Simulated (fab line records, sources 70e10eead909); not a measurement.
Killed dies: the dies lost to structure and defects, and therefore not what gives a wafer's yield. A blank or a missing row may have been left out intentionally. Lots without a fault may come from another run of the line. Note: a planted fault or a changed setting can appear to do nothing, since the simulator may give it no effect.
fab line records	flow nand_harc
[record] lots = 11	wafers = 33	last_day = 24
route steps=1159 shown A_BONDPAD@1075 END@1159
lots that met no fault: taken from a fault-free run of the same line
start_h: start of the lot's first displayed wafer, in hours after the record's first day	wait_h: hours from the lot's prior step to this one	" the same as in the row above	L1.1+2: several wafers, shown together as one row	- value missing, or start not given	* or withheld: withheld	< > ~ a bound
route shown NAME@n: names a module that has steps shown in the file, with the first one's number in the route	usual: mean/standard deviation of fault-free wafers	same: alike in all rows	chamber/n: place in a boat	sites: readings site by site	_std_site: standard deviation across them	_edge_site: outer sites' mean less inner sites'	radius_mm: for every site, how far away it sits from the centre of the wafer	mask NAME#n: copy n	behind: the last tool/chamber to shape the wafer	hold: reason for holding the lot/hours on hold/outcome of the hold	device: the n, p or np transistor that did not switch	end of line: the tests these same wafers got at the end of their route	step lacking rows: just its recipe	killed: the dies lost at the first sort to structure and to defects; this is not the yield of the wafer	map: per-die view of a wafer (x killed, . not killed, _ where there is no die)
set.NAME: the setting that was run; set.NAME@STEP: the one run at that earlier step	model.NAME: the simulator's own value behind a step, which no gauge read
the route's steps for a sample of lots (tables are steps, rows are wafers)
services: when a tool's chamber went out of use (start_h, in hours from the record's first day, below 0 if earlier), for how many hours, and the reason
[[steps]]
[step NHARC_A_BONDPAD_DESCUM_11]
[recipe] time_s = 3	o2_flow_sccm = 200	ar_flow_sccm = 0	bias_power_w = 0	chemistry = O2
[usual] drypump_motor_current_A = 5.7/0.59	mfc_ar_sccm = 0.001/0.0038	oes_product_au = 0.994/0.017	rf_vpp_V = 57.9/0.84	showerhead_plenum_p_Torr = 1.93/0.091	throttle_valve_pct = 11.312/0.0091
lot.wafer	tool	chamber	start_h	wait_h	drypump_motor_current_A	mfc_ar_sccm	oes_product_au	rf_hours_counter_h	rf_vpp_V	showerhead_plenum_p_Torr	throttle_valve_pct
L671.2	rie_diel-02	0	411.41	-	5.5	0	0.980	3	58.7	2.05	11.308
L671.4	"	3	"	"	6.7	0	0.978	3	57.9	1.99	11.288
L671.6	"	0	"	"	5.5	0	0.981	-	57.8	2.05	11.313
L675.3	rie_diel-13	1	411.85	-	6.0	0.007	0.982	51	58.8	1.85	11.301
L675.6	"	2	"	"	5.0	0	0.976	-	58.2	1.86	11.319
L675.5	"	3	"	"	6.1	0.004	0.999	-	59.4	2.04	11.311
L672.4	rie_diel-02	2	414.87	-	5.3	0	1.026	4	58.2	1.88	11.302
L672.6	"	2	"	"	5.3	0	1.020	-	58.6	1.88	11.313
L672.5	"	3	"	"	6.7	0	0.979	-	56.6	1.99	11.320
L676.1	rie_diel-02	3	424.94	-	6.7	0	0.976	4	58.8	1.99	11.302
L676.2	"	1	"	"	5.1	0	0.995	4	56.7	1.83	11.308
L676.5	"	0	"	"	5.5	0	0.979	-	58.1	2.05	11.310
L679.3	rie_diel-02	1	460.98	-	5.2	0	1.014	5	56.9	1.83	11.320
L679.4	"	0	"	"	5.5	0	0.990	5	57.7	2.05	11.308
L679.5	"	2	"	"	5.3	0	1.030	-	58.3	1.88	11.315
L677.2	rie_diel-02	1	462.87	-	5.1	0	0.998	5	57.1	1.83	11.328
L677.3	"	2	"	"	5.3	0	1.022	5	59.3	1.88	11.306
L677.1	"	3	"	"	6.8	0	0.975	5	58.5	1.99	11.303
L682.2	rie_diel-02	0	467.08	-	5.5	0	0.981	5	57.8	2.05	11.317
L682.3	"	1	"	"	5.2	0	1.017	6	57.7	1.83	11.317
L682.1	"	2	"	"	5.3	0	1.022	6	57.9	1.88	11.305
L684.1	rie_diel-02	1	473.38	-	5.2	0	1.014	6	58.2	1.83	11.304
L684.4	"	0	"	"	5.5	0	0.978	-	58.7	2.05	11.331
L684.6	"	2	"	"	5.3	0	1.026	-	57.9	1.88	11.306
L685.1	rie_diel-02	2	485.28	-	5.3	0	1.005	6	59.2	1.88	11.300
L685.3	"	0	"	"	5.5	0	0.984	6	59.7	2.05	11.305
L685.5	"	2	"	"	5.3	0	1.011	-	58.3	1.88	11.300
L694.1	rie_diel-13	2	543.14	-	5.0	0	1.012	32	57.1	1.85	11.318
L694.5	"	3	"	"	6.1	0.004	0.958	-	57.7	2.02	11.292
L694.6	"	0	"	"	6.2	0	0.992	-	56.7	1.78	11.308
L692.3	rie_diel-02	3	552.09	-	6.8	0	0.984	1	57.5	1.99	11.320
L692.1	"	0	"	"	5.5	0	0.966	1	59.1	2.05	11.303
L692.5	"	3	"	"	6.8	0	0.982	-	58.2	1.99	11.300
[step NHARC_A_BONDPAD_STRIP_15]
[recipe] o2_flow_sccm = 500	ar_flow_sccm = 0	bias_w = 0	chemistry = O2
[usual] drypump_motor_current_A = 5.7/0.61	mfc_ar_sccm = 0.001/0.0044	oes_product_au = 0.997/0.016	rf_vpp_V = 57.8/0.91	showerhead_plenum_p_Torr = 3.56/0.15	throttle_valve_pct = 17.036/0.009
lot.wafer	tool	chamber	start_h	wait_h	drypump_motor_current_A	mfc_ar_sccm	oes_product_au	rf_hours_counter_h	rf_vpp_V	showerhead_plenum_p_Torr	throttle_valve_pct
L671.4	rie_diel-02	1	411.80	0.1	5.2	0	1.005	3	57.4	3.38	17.046
L671.2	"	0	"	"	5.5	0	0.969	3	57.5	3.76	17.033
L671.6	"	2	"	"	5.3	0	1.032	-	56.9	3.47	17.055
L675.3	rie_diel-02	0	412.28	0.1	5.5	0	0.982	3	59.5	3.76	17.040
L675.6	"	2	"	"	5.2	0	1.024	-	58.2	3.47	17.035
L675.5	"	3	"	"	6.8	0	0.976	-	58.0	3.66	17.043
L672.4	rie_diel-03	3	415.27	0.1	6.5	0.016	1.002	2	58.2	3.36	17.040
L672.6	"	3	"	"	6.5	0.016	1.000	-	57.2	3.36	17.037
L672.5	"	0	"	"	5.9	0	0.994	-	57.6	3.43	17.023
L676.2	rie_diel-13	1	425.34	0.1	6.0	0.007	1.002	57	57.5	3.42	17.037
L676.1	"	3	"	"	6.2	0.004	1.008	54	57.6	3.74	17.037
L676.5	"	1	"	"	6.0	0.007	0.995	-	56.9	3.42	17.051
L679.3	rie_diel-02	3	461.38	0.1	6.8	0	0.971	5	57.2	3.66	17.049
L679.4	"	1	"	"	5.2	0	1.014	5	56.5	3.38	17.038
L679.5	"	3	"	"	6.7	0	0.967	-	57.5	3.66	17.036
L677.3	rie_diel-02	1	463.25	0.1	5.2	0	0.995	5	56.5	3.38	17.038
L677.1	"	2	"	"	5.3	0	1.014	5	56.4	3.47	17.030
L677.2	"	3	"	"	6.7	0	0.973	5	57.1	3.66	17.060
L682.1	rie_diel-02	2	467.47	0.1	5.3	0	1.021	6	57.2	3.47	17.034
L682.2	"	3	"	"	6.7	0	0.966	5	58.5	3.66	17.033
L682.3	"	0	"	"	5.5	0	0.982	5	58.4	3.76	17.036
L684.1	rie_diel-02	1	473.81	0.1	5.1	0	1.000	6	57.8	3.38	17.031
L684.6	"	1	"	"	5.2	0	1.009	-	57.5	3.38	17.042
L684.4	"	2	"	"	5.3	0	1.015	-	57.4	3.47	17.032
L685.1	rie_diel-02	2	485.67	0.1	5.3	0	1.013	6	56.8	3.47	17.039
L685.3	"	3	"	"	6.8	0	0.982	6	57.3	3.66	17.031
L685.5	"	2	"	"	5.3	0	1.011	-	56.1	3.47	17.041
L694.1	rie_diel-03	3	543.53	0.1	6.5	0.016	1.000	29	58.1	3.35	17.019
L694.6	"	1	"	"	5.4	0	1.008	-	57.9	3.73	17.036
L694.5	"	2	"	"	5.8	0.018	1.011	-	58.1	3.53	17.024
L692.1	rie_diel-03	1	552.50	0.1	5.4	0	1.011	30	56.8	3.73	17.028
L692.3	"	3	"	"	6.5	0.016	0.994	31	56.7	3.35	17.033
L692.5	"	0	"	"	5.9	0	1.003	-	56.7	3.42	17.043
[step NHARC_A_BONDPAD_PVD_17]
[recipe] target_thk_a = 50	bias_v = 168.6	power_w = 15000	chamber_pressure_pa = 0.12	time_s = 8.06	substrate_temp_c = 50	material = TaN
[usual] bias_v = 168.4/1.7	cathode_dc_power_W = 15000/2.8	chamber_pressure_pa = 0.12003/0.00027	substrate_temp_c = 50.00/0.11	throttle_valve_pct = 30.0/0.73
lot.wafer	tool	chamber	start_h	wait_h	bias_v	cathode_dc_power_W	chamber_pressure_pa	substrate_temp_c	throttle_valve_pct
L671.4	pvd_sputter-01	-	-	-	167.8	14999	0.11987	50.15	30.2
L671.2	"	-	"	"	168.3	14998	0.12019	50.14	30.3
L671.6	"	-	"	"	169.6	14998	0.12005	49.95	31.4
L675.3	pvd_sputter-02	-	-	-	167.6	15000	0.12017	50.15	29.1
L675.6	"	-	"	"	171.0	14998	0.12051	50.00	29.3
L675.5	"	-	"	"	167.9	14999	0.12001	50.27	30.4
L672.4	pvd_sputter-01	-	-	-	168.5	14994	0.12034	49.71	31.7
L672.6	"	-	"	"	166.6	15001	0.11983	50.15	30.3
L672.5	"	-	"	"	168.4	15001	0.12008	49.91	31.3
L676.1	pvd_sputter-03	-	-	-	170.0	15002	0.12022	50.02	30.7
L676.2	"	-	"	"	169.3	15002	0.12062	50.00	30.4
L676.5	"	-	"	"	167.1	14997	0.12035	50.05	31.1
L679.3	pvd_sputter-01	-	-	-	169.5	14998	0.12015	49.78	31.5
L679.4	"	-	"	"	167.9	15005	0.12062	50.10	30.3
L679.5	"	-	"	"	167.8	14999	0.12037	49.94	29.6
L677.2	pvd_sputter-03	-	-	-	168.8	15001	0.11979	49.96	30.0
L677.1	"	-	"	"	165.3	15000	0.12039	50.06	30.3
L677.3	"	-	"	"	165.5	14999	0.11997	50.03	28.8
L682.1	pvd_sputter-01	-	-	-	169.2	14999	0.12041	49.97	31.4
L682.2	"	-	"	"	163.0	15005	0.11993	49.98	30.4
L682.3	"	-	"	"	170.1	14999	0.12017	50.02	30.3
L684.4	pvd_sputter-03	-	-	-	167.2	14998	0.11981	49.96	30.2
L684.1	"	-	"	"	171.4	14996	0.11978	50.16	28.5
L684.6	"	-	"	"	169.2	15002	0.1201	50.05	30.3
L685.3	pvd_sputter-03	-	-	-	171.8	14999	0.11971	50.10	28.4
L685.1	"	-	"	"	169.6	15004	0.1202	50.05	30.9
L685.5	"	-	"	"	168.5	15006	0.12032	50.00	30.4
L694.1	pvd_sputter-03	-	-	-	166.0	15003	0.11938	50.12	29.2
L694.6	"	-	"	"	169.6	14997	0.12044	49.96	30.2
L694.5	"	-	"	"	168.7	15005	0.11989	49.97	30.4
L692.1	pvd_sputter-02	-	-	-	168.4	15000	0.12007	49.89	29.1
L692.3	"	-	"	"	169.6	15000	0.11982	49.99	30.3
L692.5	"	-	"	"	166.3	14999	0.11998	49.97	29.9
[step NHARC_END_SORT_01]
[recipe] temp_c = 25
[usual] defect_limited_yield = 95.3/1.6	killed_at_array = 27/11	killed_at_other = 0.7/1.1	killed_at_periphery = 3.6/2.4	killed_dies = 32/11	killed_open = 3.3/1.8	killed_short = 2.1/1.5	sort_bin_2_pct = 1.4/0.64	sort_bin_3_pct = 0.29/0.22	sort_bin_4_pct = 3.0/1.1	sort_n_pass = 645/11	sort_rim_yield_pct = 95/3.5	sort_yield_pct = 95.3/1.6
[same] gross_dies = 677	sort_bin_5_pct[%] = 0	sort_bin_6_pct[%] = 0	sort_bin_7_pct[%] = 0	sort_bin_8_pct[%] = 0	sort_rim_n_gross = 106.00
lot.wafer	tool	chamber	start_h	wait_h	defect_limited_yield[%]	killed_at_array	killed_at_other	killed_at_periphery	killed_dies	killed_open	killed_short	sort_bin_2_pct[%]	sort_bin_3_pct[%]	sort_bin_4_pct[%]	sort_n_pass	sort_rim_yield_pct[%]	sort_yield_pct[%]
L676.2	prober-01	0	463.06	2.8	96.3	15	2	8	25	3	2	1.2	0.15	2.4	652	93	96.3
L676.5	prober-01	0	465.45	3.7	97.6	14	0	2	16	0	1	0.3	0.30	1.8	661	96	97.6
L682.1	prober-01	0	502.19	2.5	94.1	35	2	3	40	3	4	1.0	0.44	4.4	637	92	94.1
L682.2	prober-01	0	502.99	2.8	92.0	50	0	4	54	6	4	2.4	0.59	5.0	623	98	92.0
L682.3	prober-01	0	503.78	3.1	94.2	37	0	2	39	2	3	3.0	0.74	2.1	638	99	94.2
L677.2	prober-02	0	510.73	2.8	95.1	28	1	4	33	7	2	1.6	0	3.2	644	97	95.1
L684.1	prober-01	0	517.76	2.5	95.3	29	0	3	32	2	3	1.9	0.30	2.5	645	97	95.3
L684.4	prober-01	0	520.17	3.4	85.7	95	0	2	97	4	1	6.8	2.95	4.6	580	92	85.7
L684.6	prober-01	0	521.77	4.0	94.5	34	1	2	37	7	3	2.5	0.15	2.8	640	100	94.5
L685.1	prober-01	0	525.54	2.5	86.3	91	1	1	93	0	3	6.9	2.81	4.0	584	91	86.3
L685.3	prober-01	0	527.11	3.1	98.5	9	0	1	10	0	3	0.4	0.15	0.9	667	99	98.5
L685.5	prober-01	0	528.69	3.6	85.4	97	1	1	99	4	3	6.8	2.95	4.9	578	90	85.4
// killed by level:class
L676.2 A_CHANNEL_HOLE_D1:chamber_film_flake=7 P_ZERO_WELL:chamber_film_flake=5 A_CONTACT:chamber_film_flake=5 P_CONTACT:geometric_particle:open=2 THIN_TSV:chamber_film_flake=2 P_M1:geometric_particle:short=1 A_CHANNEL_FILL_D1:geometric_particle:open=1 A_CONTACT:geometric_particle:short=1
L676.5 A_CHANNEL_HOLE_D1:chamber_film_flake=9 A_CONTACT:chamber_film_flake=3 P_M2:geometric_particle:short=1 P_ZERO_WELL:chamber_film_flake=1 A_STAIRCASE:chamber_film_flake=1 A_SLIT:chamber_film_flake=1
L682.1 A_CHANNEL_HOLE_D1:chamber_film_flake=12 A_STAIRCASE:chamber_film_flake=12 A_SLIT:chamber_film_flake=5 A_CONTACT:chamber_film_flake=2 P_GATE:geometric_particle:open=1 P_M2:geometric_particle:open=1 A_ONON_D1:geometric_particle:short=1 A_CHANNEL_FILL_D1:geometric_particle:open=1
L682.2 A_CHANNEL_HOLE_D1:chamber_film_flake=24 A_SLIT:chamber_film_flake=14 A_CONTACT:geometric_particle:open=2 P_STI:chamber_film_flake=2 A_STAIRCASE:chamber_film_flake=2 A_CONTACT:chamber_film_flake=2 P_GATE:geometric_particle:open=1 P_CONTACT:geometric_particle:open=1
L682.3 A_CHANNEL_HOLE_D1:chamber_film_flake=19 A_SLIT:chamber_film_flake=10 A_ONON_D1:geometric_particle:open=2 A_CONTACT:chamber_film_flake=2 P_M0:geometric_particle:short=1 A_CHANNEL_FILL_D1:geometric_particle:short=1 A_WL_FILL:geometric_particle:short=1 P_STI:chamber_film_flake=1
L677.2 A_CHANNEL_HOLE_D1:chamber_film_flake=16 A_CONTACT:chamber_film_flake=4 A_CONTACT:geometric_particle:open=2 A_M0:geometric_particle:open=2 P_CONTACT:geometric_particle:open=1 P_M0:geometric_particle:open=1 A_SGD_CUT:geometric_particle:short=1 A_WL_FILL:geometric_particle:short=1
L684.1 A_CHANNEL_HOLE_D1:chamber_film_flake=20 A_CONTACT:chamber_film_flake=4 P_CONTACT:geometric_particle:open=2 A_CHANNEL_FILL_D1:geometric_particle:short=1 A_SLIT:geometric_particle:short=1 A_WL_FILL:geometric_particle:short=1 P_GATE:chamber_film_flake=1 A_STAIRCASE:chamber_film_flake=1
L684.4 A_BONDPAD:unspecified=81 A_CHANNEL_HOLE_D1:chamber_film_flake=6 A_M0:geometric_particle:open=3 A_CONTACT:chamber_film_flake=3 A_WL_FILL:geometric_particle:short=1 A_CONTACT:geometric_particle:open=1 P_STI:chamber_film_flake=1 P_GATE:chamber_film_flake=1
L684.6 A_CHANNEL_HOLE_D1:chamber_film_flake=18 A_CONTACT:chamber_film_flake=4 A_CHANNEL_FILL_D1:geometric_particle:open=2 A_STAIRCASE:chamber_film_flake=2 A_WL_FILL:chamber_film_flake=2 P_CONTACT:geometric_particle:open=1 P_M0:geometric_particle:open=1 A_CHANNEL_FILL_D1:geometric_particle:short=1
L685.1 A_BONDPAD:unspecified=82 A_CHANNEL_HOLE_D1:chamber_film_flake=4 A_CONTACT:geometric_particle:short=2 A_CONTACT:chamber_film_flake=2 A_M0:geometric_particle:short=1 P_M1:chamber_film_flake=1 THIN_TSV:chamber_film_flake=1
L685.3 A_CHANNEL_HOLE_D1:chamber_film_flake=4 A_WL_FILL:chamber_film_flake=2 P_M1:geometric_particle:short=1 A_ONON_D1:geometric_particle:short=1 A_SGD_CUT:geometric_particle:short=1 A_CONTACT:chamber_film_flake=1
L685.5 A_BONDPAD:unspecified=85 A_STAIRCASE:chamber_film_flake=2 A_WL_FILL:chamber_film_flake=2 A_CONTACT:chamber_film_flake=2 P_M1:geometric_particle:open=1 A_ONON_D1:geometric_particle:short=1 A_CHANNEL_FILL_D1:geometric_particle:short=1 A_WL_FILL:geometric_particle:open=1
[[services]]
tool	chamber	start_h	hours	kind
pvd_sputter-02	-	392.07	10.0	pm
rie_diel-03	-	392.31	9.0	pm
rie_diel-02	0	410.23	-	clean
rie_diel-02	1	410.23	-	clean
rie_diel-02	2	410.23	-	clean
rie_diel-02	3	410.23	-	clean
pvd_sputter-02	-	425.47	38.2	repair
rie_diel-02	0	434.73	-	clean
rie_diel-02	1	434.73	-	clean
rie_diel-02	2	434.73	-	clean
rie_diel-02	3	434.73	-	clean
rie_diel-03	0	443.50	13.9	repair
rie_diel-13	-	453.05	9.0	pm
rie_diel-03	3	454.87	3.4	repair
rie_diel-02	0	459.23	-	clean
rie_diel-02	1	459.23	-	clean
rie_diel-02	3	473.09	1.6	repair
rie_diel-13	3	489.67	2.4	repair
pvd_sputter-03	-	498.34	10.0	pm
rie_diel-02	-	504.70	9.0	pm
pvd_sputter-01	-	514.00	10.0	pm
rie_diel-13	0	525.76	2.4	repair
pvd_sputter-02	-	533.30	3.0	repair
rie_diel-13	1	545.22	10.3	repair
[[key]]
[first_sign] step = NHARC_END_SORT_01	reading = killed_at_array	direction = up	sigmas = 6.2	usual = 27	struck = 94
[effect] step = NHARC_END_SORT_01	reading = killed_dies	direction = up	sigmas = 5.9	usual = 32	struck = 96
[more_kills_born_at] NHARC_A_BONDPAD_STRIP_15@rie_diel-02 = 248
met_at NHARC_A_BONDPAD_STRIP_15
struck_lots L684,L685
struck_wafers L684.4,L685.1,L685.5
not_acting_at NHARC_A_BONDPAD_DESCUM_11,NHARC_A_BONDPAD_PVD_17
onset_between 467.47 473.81
[fault] kind = chamber_particle_source	tool = rie_diel-02	chamber = 2	onset_h = 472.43	steps = NHARC_A_BONDPAD_STRIP_15	rate_per_visit_cm2 = 0.78644	end_h = 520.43
